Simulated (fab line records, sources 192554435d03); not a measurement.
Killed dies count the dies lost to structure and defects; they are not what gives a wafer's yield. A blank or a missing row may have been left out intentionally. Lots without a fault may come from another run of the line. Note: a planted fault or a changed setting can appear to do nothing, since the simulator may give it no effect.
Which of the tools did it? -- flow n5_finfet -- 24 lots with 72 wafers sampled at 5 steps, on a route of 1938 steps

WHAT THE GAUGES SHOWED, per wafer
N5_BEOL_M13_OVL_MEAS_11. Usual: V12_OVL 1 nm, standard deviation 5.3.
lot,measured,on,V12_OVL (nm),flag
L074,day 11 02:21,overlay-01,1 0 3,
L076,day 11 02:46,overlay-01,-7 0 2,
L075,day 11 14:53,overlay-02,-3 -2 9,
L077,day 11 18:34,overlay-02,-2 -3 2,
L078,day 12 00:37,overlay-01,-2 5 -6,
L079,day 12 08:26,overlay-01,10 0 -2,
L081,day 12 20:17,overlay-01,5 17 3,
L080,day 13 12:16,overlay-02,-4 1 1,
L082,day 13 02:18,overlay-01,-5 -3 1,
L083,day 13 08:35,overlay-01,0 -2 0,
L084,day 13 18:37,overlay-02,1 1 5,
L085,day 13 20:23,overlay-02,3 0 6,
L086,day 14 02:47,overlay-02,0 6 -3,
L087,day 14 03:25,overlay-02,2 -3 -2,
L088,day 14 13:28,overlay-02,7 6 0,
L090,day 14 21:02,overlay-02,-7 -5 -7,
L089,day 15 04:26,overlay-02,3 6 -7,
L092,day 15 16:35,overlay-01,7 8 12,
L093,day 16 01:29,overlay-02,-6 -1 -2,
L095,day 16 02:47,overlay-02,-1 -2 -3,
L091,day 16 04:43,overlay-01,0 5 2,
L094,day 16 12:56,overlay-01,0 -2 -4,
L096,day 17 03:52,overlay-02,-4 3 -1,
L097,day 17 03:43,overlay-02,-8 -3 6,

N5_BEOL_M13_INSPECT_30: inspects for defects (macro). Usual: 2.0 for raw_defect_count, sd 1.3.
lot,measured,on,raw_defect_count,flag
L074,day 11 03:28,defect_inspect-01,3 1 4,
L076,day 11 03:56,defect_inspect-02,1 3 1,
L075,day 11 15:51,defect_inspect-01,2 4 0,
L077,day 11 19:32,defect_inspect-01,0 1 3,
L078,day 12 01:52,defect_inspect-02,5 2 3,
L079,day 12 09:24,defect_inspect-01,2 3 1,
L081,day 12 21:15,defect_inspect-01,2 2 1,
L080,day 13 13:22,defect_inspect-02,0 3 1,
L082,day 13 03:24,defect_inspect-02,1 2 4,
L083,day 13 09:41,defect_inspect-01,3 3 3,
L084,day 13 19:35,defect_inspect-02,2 1 1,
L085,day 13 21:28,defect_inspect-01,1 3 1,
L086,day 14 03:53,defect_inspect-01,3 2 1,
L087,day 14 04:30,defect_inspect-02,3 1 2,
L088,day 14 15:04,defect_inspect-01,2 3 3,
L090,day 14 22:00,defect_inspect-01,4 2 1,
L089,day 15 05:25,defect_inspect-01,2 0 0,
L092,day 15 17:41,defect_inspect-02,0 1 1,
L093,day 16 02:27,defect_inspect-01,1 2 3,
L095,day 16 03:49,defect_inspect-01,5 2 1,
L091,day 16 05:48,defect_inspect-01,1 4 0,
L094,day 16 13:55,defect_inspect-01,0 0 0,
L096,day 17 04:58,defect_inspect-02,1 5 1,
L097,day 17 04:41,defect_inspect-02,1 0 4,

WHAT TOOL EACH LOT RAN ON (gives the tool, then ch and the chambers of the sampled wafers, and finally the start)
lot,N5_BEOL_M12_SPUTTER_45,N5_BEOL_M12_ANNEAL_48,N5_BEOL_M13_ETCH_59
L074,"pvd_sputter-03, day 11 00:19","rtp_anneal-01 ch 0, day 11 01:05","rie_diel-06 ch 0,1,2, day 11 02:26"
L076,"pvd_sputter-03, day 11 00:38","rtp_anneal-02 ch 0, day 11 01:29","rie_diel-05 ch 0,1,3, day 11 03:03"
L075,"pvd_sputter-03, day 11 13:20","rtp_anneal-02 ch 0, day 11 13:35","rie_diel-04 ch 0,1,3, day 11 14:58"
L077,"pvd_sputter-02, day 11 17:02","rtp_anneal-01 ch 0, day 11 17:21","rie_diel-04 ch 0,1, day 11 18:40"
L078,"pvd_sputter-01, day 11 22:17","rtp_anneal-01 ch 0, day 11 23:03","rie_diel-06 ch 1,2, day 12 00:52"
L079,"pvd_sputter-02, day 12 06:40","rtp_anneal-02 ch 0, day 12 07:04","rie_diel-05 ch 1,3, day 12 08:31"
L081,"pvd_sputter-01, day 12 18:38","rtp_anneal-01 ch 0, day 12 19:02","rie_diel-04 ch 1,2,3, day 12 20:24"
L080,"pvd_sputter-01, day 13 00:03","rtp_anneal-02 ch 0, day 13 00:25","rie_diel-04 ch 0,1,3, day 13 12:22"
L082,"pvd_sputter-01, day 13 00:39","rtp_anneal-02 ch 0, day 13 00:55","rie_diel-05 ch 0,2,3, day 13 02:23"
L083,"pvd_sputter-01, day 13 06:56","rtp_anneal-02 ch 0, day 13 07:14","rie_diel-05 ch 1,2, day 13 08:41"
L084,"pvd_sputter-02, day 13 17:06","rtp_anneal-02 ch 0, day 13 17:22","rie_diel-04 ch 0,1,2, day 13 18:43"
L085,"pvd_sputter-01, day 13 18:05","rtp_anneal-01 ch 0, day 13 18:59","rie_diel-06 ch 0,1,3, day 13 20:28"
L086,"pvd_sputter-03, day 14 01:13","rtp_anneal-01 ch 0, day 14 01:31","rie_diel-04 ch 0,2,3, day 14 02:53"
L087,"pvd_sputter-01, day 14 01:29","rtp_anneal-02 ch 0, day 14 01:50","rie_diel-04 ch 0,1,3, day 14 03:30"
L088,"pvd_sputter-03, day 14 11:24","rtp_anneal-02 ch 0, day 14 12:04","rie_diel-05 ch 1,3, day 14 14:03"
L090,"pvd_sputter-03, day 14 19:04","rtp_anneal-01 ch 0, day 14 19:38","rie_diel-04 ch 1,2,3, day 14 21:08"
L089,"pvd_sputter-02, day 15 02:17","rtp_anneal-02 ch 0, day 15 03:01","rie_diel-05 ch 0,2,3, day 15 04:32"
L092,"pvd_sputter-01, day 15 14:53","rtp_anneal-02 ch 0, day 15 15:19","rie_diel-04 ch 2,3, day 15 16:41"
L093,"pvd_sputter-03, day 15 23:57","rtp_anneal-02 ch 0, day 16 00:15","rie_diel-06 ch 1,2,3, day 16 01:35"
L095,"pvd_sputter-03, day 16 00:49","rtp_anneal-01 ch 0, day 16 01:29","rie_diel-05 ch 1,2, day 16 02:57"
L091,"pvd_sputter-03, day 16 03:07","rtp_anneal-01 ch 0, day 16 03:22","rie_diel-06 ch 0,1,3, day 16 04:48"
L094,"pvd_sputter-01, day 16 10:02","rtp_anneal-01 ch 0, day 16 10:23","rie_diel-04 ch 0,2,3, day 16 13:02"
L096,"pvd_sputter-01, day 17 02:02","rtp_anneal-01 ch 0, day 17 02:18","rie_diel-06 ch 1,2, day 17 03:58"
L097,"pvd_sputter-03, day 17 02:04","rtp_anneal-02 ch 0, day 17 02:28","rie_diel-05 ch 1,2,3, day 17 03:49"
- N5_BEOL_M12_SPUTTER_45: material Cu, target thk 80 nm, time 13.33 s.
- N5_BEOL_M12_ANNEAL_48: time 90 s.
- N5_BEOL_M13_ETCH_59: etches BARC in N2/H2, target depth 89 nm, overetch 26.7 nm, time 67.9 s.

WHAT THE TOOLS THEMSELVES READ (means of the sampled wafers that have a number; where no wafer has one, the mark that the record gives instead)
N5_BEOL_M12_SPUTTER_45. Usual: susceptor_temp_C -20.00 C, standard deviation 0.11; throttle_valve_pct 30.1 %, standard deviation 0.93.
lot,tool,susceptor_temp_C (C),throttle_valve_pct (%),flag
L074,pvd_sputter-03,-20.03,30.6,
L076,pvd_sputter-03,-19.97,30.6,
L075,pvd_sputter-03,-20.05,30.8,
L077,pvd_sputter-02,-20.00,30.4,
L078,pvd_sputter-01,-20.08,29.3,
L079,pvd_sputter-02,-20.04,30.6,
L081,pvd_sputter-01,-19.92,29.5,
L080,pvd_sputter-01,-20.05,29.7,
L082,pvd_sputter-01,-19.99,29.0,
L083,pvd_sputter-01,-20.11,29.6,
L084,pvd_sputter-02,-20.04,30.7,
L085,pvd_sputter-01,-20.00,30.2,
L086,pvd_sputter-03,-20.16,30.2,
L087,pvd_sputter-01,-20.02,29.9,
L088,pvd_sputter-03,-19.98,30.8,
L090,pvd_sputter-03,-19.98,30.5,
L089,pvd_sputter-02,-20.01,29.8,
L092,pvd_sputter-01,-19.96,29.7,
L093,pvd_sputter-03,-20.12,30.5,
L095,pvd_sputter-03,-20.04,30.9,
L091,pvd_sputter-03,-19.91,30.1,
L094,pvd_sputter-01,-19.85,29.2,
L096,pvd_sputter-01,-19.86,30.3,
L097,pvd_sputter-03,-19.97,30.9,

N5_BEOL_M12_ANNEAL_48. Usual: 226.1 for wafer_temp_C_max, sd 0.42.
lot,tool,wafer_temp_C_max,flag
L074,rtp_anneal-01,225.6,
L076,rtp_anneal-02,226.4,
L075,rtp_anneal-02,226.6,
L077,rtp_anneal-01,225.8,
L078,rtp_anneal-01,225.6,
L079,rtp_anneal-02,226.4,
L081,rtp_anneal-01,225.6,
L080,rtp_anneal-02,226.6,
L082,rtp_anneal-02,226.2,
L083,rtp_anneal-02,226.2,
L084,rtp_anneal-02,226.3,
L085,rtp_anneal-01,225.8,
L086,rtp_anneal-01,225.7,
L087,rtp_anneal-02,226.5,
L088,rtp_anneal-02,226.2,
L090,rtp_anneal-01,225.7,
L089,rtp_anneal-02,226.2,
L092,rtp_anneal-02,226.3,
L093,rtp_anneal-02,226.2,
L095,rtp_anneal-01,225.7,
L091,rtp_anneal-01,225.9,
L094,rtp_anneal-01,225.7,
L096,rtp_anneal-01,225.5,
L097,rtp_anneal-02,226.4,

N5_BEOL_M13_ETCH_59. Usual: bias_w 150.0 W, standard deviation 0.46; drypump_motor_current_A 5.4 A, standard deviation 0.42; oes_product_au 0.69 a.u., standard deviation 0.064; rf_vpp_V 523.3 V, standard deviation 2.1; showerhead_plenum_p_Torr 2.52 Torr, standard deviation 0.068; throttle_valve_pct 17.90 %, standard deviation 0.3.
lot,tool,bias_w (W),drypump_motor_current_A (A),oes_product_au (a.u.),rf_vpp_V (V),showerhead_plenum_p_Torr (Torr),throttle_valve_pct (%),flag
L074,rie_diel-06,149.7,5.6,0.66,523.4,2.55,18.11,
L076,rie_diel-05,149.6,5.5,0.63,523.7,2.54,17.97,
L075,rie_diel-04,149.9,5.3,0.71,522.3,2.49,17.83,
L077,rie_diel-04,150.0,5.5,0.70,522.1,2.49,18.06,
L078,rie_diel-06,150.3,5.9,0.67,523.0,2.52,18.03,
L079,rie_diel-05,150.2,5.7,0.61,524.7,2.59,17.91,
L081,rie_diel-04,149.7,5.1,0.70,524.1,2.52,17.83,
L080,rie_diel-04,150.1,5.3,0.69,522.2,2.49,17.85,
L082,rie_diel-05,150.0,5.6,0.64,523.7,2.54,17.99,
L083,rie_diel-05,150.2,5.8,0.68,524.3,2.55,17.78,
L084,rie_diel-04,150.0,5.4,0.68,522.6,2.52,18.07,
L085,rie_diel-06,149.8,5.4,0.75,524.1,2.56,17.86,
L086,rie_diel-04,150.1,5.2,0.73,523.1,2.51,17.80,
L087,rie_diel-04,149.6,5.3,0.69,522.6,2.48,17.86,
L088,rie_diel-05,150.4,5.8,0.73,524.9,2.56,17.70,
L090,rie_diel-04,150.2,5.1,0.69,523.2,2.51,17.85,
L089,rie_diel-05,150.0,5.6,0.71,523.5,2.53,17.85,
L092,rie_diel-04,150.6,5.1,0.71,524.6,2.53,17.80,
L093,rie_diel-06,150.0,5.6,0.67,523.3,2.53,17.90,
L095,rie_diel-05,149.8,5.8,0.67,524.6,2.55,17.81,
L091,rie_diel-06,150.0,5.4,0.72,524.5,2.55,17.89,
L094,rie_diel-04,150.0,5.2,0.71,522.3,2.50,17.82,
L096,rie_diel-06,150.1,5.8,0.64,522.9,2.51,18.09,
L097,rie_diel-05,150.1,5.8,0.70,525.1,2.56,17.74,

THE ANSWER, worked out from the rows above alone
Rule: take the mean of a lot's wafers that have a number; if it is more than 3 standard deviations from the usual mean, the lot is off. A lot without any number at a reading at which 4 lots or more have one is off too. Where the step has rows for the other lots, those lots are counted as sound. Order of review: gauges by route order, followed by the tools' own readings, for which a lot's mean as printed above is used. The first step at which some lot is off is used, and at that step the reading that is off furthest; a lot without a number counts as furthest.
No lot is off on any of the readings shown, so nothing can be concluded from this.

WHAT THE SIMULATOR HAD PUT IN
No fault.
